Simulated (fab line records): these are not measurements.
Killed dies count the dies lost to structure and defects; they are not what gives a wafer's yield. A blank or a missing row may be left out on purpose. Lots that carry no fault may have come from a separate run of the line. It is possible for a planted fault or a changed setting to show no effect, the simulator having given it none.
Split-lot experiment || flow n5_finfet || on a route of 1938 steps: 7 lots, 21 wafers read

## THE SPLIT ITSELF
At N5_BEOL_M12_TRENCH_ETCH_34 (etches SiOC in C4F8/O2/Ar, target depth 318.95 nm, time 125.5 s), the setting time_s was moved away from the recipe's 125.5 s on 10 of the 21 wafers read, by -18.4% to +19.7%. The other wafers ran this setting at the recipe's value.

## FROM THE SPLIT TO THE READING: what the file shows between them, 10 steps
- N5_BEOL_M12_STRIP_70: strips in C4F8/O2/Ar
- N5_BEOL_M12_OCD_MEAS_35
- N5_BEOL_M12_SPUTTER_44: material Ta, target thk 10 nm, time 16.13 s (also split here: power_w)
- N5_BEOL_M12_SPUTTER_45: material Cu, target thk 80 nm, time 13.33 s
- N5_BEOL_M12_ECD_47: material Cu, target thk 720 nm
- N5_BEOL_M12_ANNEAL_48: time 90 s
- N5_BEOL_M12_CMP_49: polishes, stops on SiOC, t overpolish 20.6 s, target thk 320 nm
- N5_BEOL_M12_THK_MEAS_50: measures by xrf
- N5_BEOL_M12_PRE_CLEAN_52: time 15 s
- N5_BEOL_M12_DEP_53: deposits SiCN from 3MS/NH3, target thk 30 nm, time 10.5 s

## THE READING
M12_RS (ohm/sq), read at N5_BEOL_M12_RS_MEAS_54 with a four-point probe. Fault-free wafers of this fab line usually give 0.0595 ohm/sq, standard deviation 0.00097 ohm/sq.

{"wafer": "L080.2", "tool, chamber at the split": "rie_diel-06, 2", "time_s as run, s": 102.4, "against the recipe": "-18.4%", "M12_RS, ohm/sq": 0.0737, "against lot-mates on the recipe": "+0.0149"}
{"wafer": "L080.3", "tool, chamber at the split": "rie_diel-06, 3,2", "time_s as run, s": 125.5, "against the recipe": "recipe", "M12_RS, ohm/sq": 0.0593, "against lot-mates on the recipe": "-"}
{"wafer": "L080.5", "tool, chamber at the split": "rie_diel-06, 3,2", "time_s as run, s": 125.5, "against the recipe": "recipe", "M12_RS, ohm/sq": 0.0584, "against lot-mates on the recipe": "-"}
{"wafer": "L082.1", "tool, chamber at the split": "rie_diel-04, 0", "time_s as run, s": 102.7, "against the recipe": "-18.2%", "M12_RS, ohm/sq": 0.0759, "against lot-mates on the recipe": "+0.0163"}
{"wafer": "L082.4", "tool, chamber at the split": "rie_diel-04, 1", "time_s as run, s": 125.5, "against the recipe": "recipe", "M12_RS, ohm/sq": 0.0596, "against lot-mates on the recipe": "-"}
{"wafer": "L082.6", "tool, chamber at the split": "rie_diel-04, 2", "time_s as run, s": 102.7, "against the recipe": "-18.2%", "M12_RS, ohm/sq": 0.0726, "against lot-mates on the recipe": "+0.0130"}
{"wafer": "L083.1", "tool, chamber at the split": "rie_diel-04, 1", "time_s as run, s": 150.2, "against the recipe": "+19.7%", "M12_RS, ohm/sq": 0.0493, "against lot-mates on the recipe": -0.0106}
{"wafer": "L083.3", "tool, chamber at the split": "rie_diel-04, 3", "time_s as run, s": 125.5, "against the recipe": "recipe", "M12_RS, ohm/sq": 0.0599, "against lot-mates on the recipe": "-"}
{"wafer": "L083.5", "tool, chamber at the split": "rie_diel-04, 1", "time_s as run, s": 125.5, "against the recipe": "recipe", "M12_RS, ohm/sq": 0.0599, "against lot-mates on the recipe": "-"}
{"wafer": "L090.4", "tool, chamber at the split": "rie_diel-04, 1", "time_s as run, s": 125.5, "against the recipe": "recipe", "M12_RS, ohm/sq": 0.0601, "against lot-mates on the recipe": "-"}
{"wafer": "L090.5", "tool, chamber at the split": "rie_diel-04, 1", "time_s as run, s": 115.9, "against the recipe": "-7.6%", "M12_RS, ohm/sq": 0.0646, "against lot-mates on the recipe": "+0.0045"}
{"wafer": "L090.6", "tool, chamber at the split": "rie_diel-04, 2", "time_s as run, s": 115.9, "against the recipe": "-7.6%", "M12_RS, ohm/sq": 0.0640, "against lot-mates on the recipe": "+0.0039"}
{"wafer": "L091.2", "tool, chamber at the split": "rie_diel-05, 1", "time_s as run, s": 125.5, "against the recipe": "recipe", "M12_RS, ohm/sq": 0.0597, "against lot-mates on the recipe": "-"}
{"wafer": "L091.3", "tool, chamber at the split": "rie_diel-05, 0", "time_s as run, s": 138.1, "against the recipe": "+10.0%", "M12_RS, ohm/sq": 0.0541, "against lot-mates on the recipe": -0.0056}
{"wafer": "L091.6", "tool, chamber at the split": "rie_diel-05, 0", "time_s as run, s": 138.1, "against the recipe": "+10.0%", "M12_RS, ohm/sq": 0.0542, "against lot-mates on the recipe": -0.0055}
{"wafer": "L092.1", "tool, chamber at the split": "rie_diel-06, 3", "time_s as run, s": 136.2, "against the recipe": "+8.5%", "M12_RS, ohm/sq": 0.0552, "against lot-mates on the recipe": -0.0047}
{"wafer": "L092.3", "tool, chamber at the split": "rie_diel-06, 2", "time_s as run, s": 125.5, "against the recipe": "recipe", "M12_RS, ohm/sq": 0.0599, "against lot-mates on the recipe": "-"}
{"wafer": "L092.6", "tool, chamber at the split": "rie_diel-06, 1", "time_s as run, s": 136.2, "against the recipe": "+8.5%", "M12_RS, ohm/sq": 0.0566, "against lot-mates on the recipe": -0.0033}
{"wafer": "L096.1", "tool, chamber at the split": "rie_diel-05, 3", "time_s as run, s": 125.5, "against the recipe": "recipe", "M12_RS, ohm/sq": 0.0598, "against lot-mates on the recipe": "-"}
{"wafer": "L096.5", "tool, chamber at the split": "rie_diel-05, 1", "time_s as run, s": 125.5, "against the recipe": "recipe", "M12_RS, ohm/sq": 0.0598, "against lot-mates on the recipe": "-"}
{"wafer": "L096.6", "tool, chamber at the split": "rie_diel-05, 0", "time_s as run, s": 125.5, "against the recipe": "recipe", "M12_RS, ohm/sq": 0.0601, "against lot-mates on the recipe": "-"}
When a row names more than one chamber, that row covers several wafers, and the file does not tell which wafer ran in which chamber.

THE FIT
A straight line over all 21 wafers: M12_RS changes by -0.000664 ohm/sq for each +1% of time_s; r = -0.98; the points scatter about the line by 0.0013 ohm/sq.
The same after taking each lot's own level away (the mean of its wafers on the recipe; 21 wafers): -0.000675 ohm/sq for each +1%; r = -0.98; scatter 0.0013 ohm/sq.
On that fit, the largest move of time_s shifts the reading by 0.013 ohm/sq.
Across the lots, their own levels run from 0.05885 to 0.06010 ohm/sq, a range of 1.3 times the standard deviation given above.
Hence the lot-to-lot level has little effect on the slope; both slopes agree.
Check: with one of the wafers moved furthest among these (+19.7%) left out of the fit, the line predicts -0.0134 ohm/sq for it against its lot-mates. It came out at -0.0106 ohm/sq against them.

## FURTHER SPLITS ON THESE WAFERS
Other splits were also applied to these wafers ahead of the reading. Each is held against what the fit with the lots' levels taken away leaves over:
{"other split on the same wafers": "N5_BEOL_M11_ETCH_41 time_s", "wafers away from the commonest value": 6, "r with M12_RS (lot level and that fit taken away)": -0.44}
{"other split on the same wafers": "N5_BEOL_M12_SPUTTER_44 power_w", "wafers away from the commonest value": 6, "r with M12_RS (lot level and that fit taken away)": "+0.04"}

## THE WHOLE CHAIN: every reading that the file lists as answering this split, in the file's order
{"step": "N5_BEOL_M12_TRENCH_ETCH_34", "what it does": "etches SiOC in C4F8/O2/Ar, target depth 318.95 nm, time 125.5 s", "reading": "etch.depth_nm (the simulator's own value, which no gauge read)", "change (the file's fit)": "+3.24 nm for each +1% of the setting", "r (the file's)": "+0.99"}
{"step": "N5_BEOL_M12_OCD_MEAS_35", "what it does": "", "reading": "trench_depth_nm", "change (the file's fit)": "+3.22 nm for each +1% of the setting", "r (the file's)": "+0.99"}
{"step": "N5_BEOL_M12_CMP_49", "what it does": "polishes, stops on SiOC, t overpolish 20.6 s, target thk 320 nm", "reading": "Cu_of_BEOL_M12_ECD_47.thk_nm (the simulator's own value, which no gauge read)", "change (the file's fit)": "+3.26 nm for each +1% of the setting", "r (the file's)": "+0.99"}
{"step": "N5_BEOL_M12_THK_MEAS_50", "what it does": "measures by xrf", "reading": "M12_THK", "change (the file's fit)": "+3.23 for each +1% of the setting", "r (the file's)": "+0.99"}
{"step": "N5_BEOL_M12_RS_MEAS_54", "what it does": "measures by four-point-probe", "reading": "M12_RS", "change (the file's fit)": "-0.000675 for each +1% of the setting", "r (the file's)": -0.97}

## THE FILE'S OWN FIT
M12_RS changes by -0.000675 ohm/sq for each +1% of time_s, r = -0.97.
